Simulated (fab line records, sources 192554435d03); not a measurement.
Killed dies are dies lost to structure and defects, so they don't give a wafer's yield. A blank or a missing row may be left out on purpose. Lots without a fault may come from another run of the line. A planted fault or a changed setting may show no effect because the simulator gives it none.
Split-lot experiment | flow n5_finfet | 7 lots, 21 wafers read, on a route of 1938 steps

THE SPLIT
At N5_DUMMY_GATE_COAT_28 (time 60 s, resist thk 10 nm), the setting spin_rpm was moved away from the recipe's 1500 rpm on 9 of the 21 wafers read, by -11.0% to +4.5%. The other wafers ran this setting at the recipe's value.

The reading is taken at the split's own step.

THE READING
underlayer_of_DUMMY_GATE_COAT_28.thk_nm (the simulator's own value, which no gauge read), in nm, at N5_DUMMY_GATE_COAT_28 (time 60 s, resist thk 10 nm). The file gives no usual value for it.

wafer  | tool, chamber at the split | spin_rpm as run, rpm | against the recipe | underlayer_of_DUMMY_GATE_COAT_28.thk_nm, nm | against lot-mates on the recipe
L074.1 | litho_track-04, 0          | 1500                 | recipe             | 10                                          | -
L074.2 | litho_track-04, 0          | 1500                 | recipe             | 10                                          | -
L074.5 | litho_track-04, 0          | 1500                 | recipe             | 10                                          | -
L082.2 | litho_track-02, 0          | 1335                 | -11.0%             | 10.6                                        | +0.6
L082.6 | litho_track-02, 0          | 1335                 | -11.0%             | 10.6                                        | +0.6
L082.5 | litho_track-02, 0          | 1500                 | recipe             | 10                                          | -
L084.4 | litho_track-04, 0          | 1437                 | -4.2%              | 10.2                                        | +0.2
L084.5 | litho_track-04, 0          | 1437                 | -4.2%              | 10.2                                        | +0.2
L084.6 | litho_track-04, 0          | 1500                 | recipe             | 10                                          | -
L086.1 | litho_track-04, 0          | 1500                 | recipe             | 10                                          | -
L086.5 | litho_track-04, 0          | 1500                 | recipe             | 10                                          | -
L086.4 | litho_track-04, 0          | 1414                 | -5.7%              | 10.2                                        | +0.2
L091.1 | litho_track-05, 0          | 1554                 | +3.6%              | 9.8                                         | -0.2
L091.5 | litho_track-05, 0          | 1554                 | +3.6%              | 9.8                                         | -0.2
L091.4 | litho_track-05, 0          | 1500                 | recipe             | 10                                          | -
L092.3 | litho_track-05, 0          | 1500                 | recipe             | 10                                          | -
L092.5 | litho_track-05, 0          | 1500                 | recipe             | 10                                          | -
L092.6 | litho_track-05, 0          | 1568                 | +4.5%              | 9.8                                         | -0.2
L093.3 | litho_track-04, 0          | 1500                 | recipe             | 10                                          | -
L093.6 | litho_track-04, 0          | 1500                 | recipe             | 10                                          | -
L093.4 | litho_track-04, 0          | 1408                 | -6.1%              | 10.2                                        | +0.2

THE FIT
A straight line over all 21 wafers: underlayer_of_DUMMY_GATE_COAT_28.thk_nm changes by -0.0502 nm for each +1% of spin_rpm; r = -0.99; the points scatter about the line by 0.036 nm.
The same after taking each lot's own level away (the mean of its wafers on the recipe; 21 wafers): -0.0502 nm for each +1%; r = -0.99; scatter 0.036 nm.
On that fit, the largest move of spin_rpm shifts the reading by 0.55 nm.
The lots' own levels span 10.00 to 10.00 nm.
So the lot-to-lot level changes the slope little: the two slopes agree.
Check: with one of the wafers moved furthest among these (-11.0%) left out of the fit, the line predicts +0.522 nm for it against its lot-mates. It came out at +0.6 nm against them.

OTHER SPLITS ON THESE WAFERS
These wafers also went through other splits before the reading. Each is held against what the fit with the lots' levels taken away leaves over:
other split on the same wafers                    | wafers away from the commonest value | r with underlayer_of_DUMMY_GATE_COAT_28.thk_nm (lot level and that fit taken away)
N5_PMOS_HMC_CHANNEL_EPI_PEB_07 peb_temp_c         | 5                                    | -0.12
N5_PMOS_HMC_CHANNEL_EPI_DEVELOP_08 develop_time_s | 5                                    | +0.30
N5_FIN_SAQP_SPACER1_ALD_24 temp_c                 | 9                                    | +0.02

THE FILE'S OWN FIT
underlayer_of_DUMMY_GATE_COAT_28.thk_nm changes by -0.0471 nm for each +1% of spin_rpm, r = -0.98.
